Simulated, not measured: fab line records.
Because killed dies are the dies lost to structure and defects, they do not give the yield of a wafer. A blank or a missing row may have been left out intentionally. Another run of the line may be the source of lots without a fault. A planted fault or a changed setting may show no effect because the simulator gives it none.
Matching of chambers | flow n5_finfet | N5_BEOL_M0_SAQP_SPACER2_ALD_26 on ald_sin-02: 4 sister chambers
The step deposits SiO2, target thk 15 nm, pulse time 1 s, purge time 2 s. 4 wafers are shown with their chamber, then 8 later ones without.

## WAFERS PAIRED WITH THEIR CHAMBERS
wafer  | chamber | heater_power_w (W)
L088.3 | 3       | 399
L088.5 | 1       | 465
L088.6 | 0       | 530
L091.1 | 2       | 401

## WAFERS WITH NO CHAMBER GIVEN
wafer  | heater_power_w (W)
L091.2 | 409
L091.6 | 402
L092.1 | 388
L092.2 | 542
L092.3 | 469
L093.1 | 406
L093.2 | 466
L093.3 | 552

## CHAMBER TAKEN BY EACH
wafer  | from the rows above     | in truth
L091.2 | can't be placed: 2 or 3 | 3
L091.6 | can't be placed: 2 or 3 | 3
L092.1 | can't be placed: 3 or 2 | 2
L092.2 | 0                       | 0
L092.3 | 1                       | 1
L093.1 | can't be placed: 2 or 3 | 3
L093.2 | 1                       | 1
L093.3 | 0                       | 0
Correctly placed: 4 of 8. These rows do not allow placing 4 (true chamber among the candidates in 4). 0 placed wrongly.
How it was worked out, from the rows above alone: a wafer's distance from a chamber is the root of the sum, over the readings, of the square of ((its reading less the chamber's mean) divided by the reading's scatter). The wafer belongs to the nearest chamber; if the next one is less than 2 further off, it can't be placed. Each chamber's mean is taken over the wafers shown for it. The scatter: root of mean squared gap, hidden wafer to nearest shown wafer, with one shown wafer a chamber.
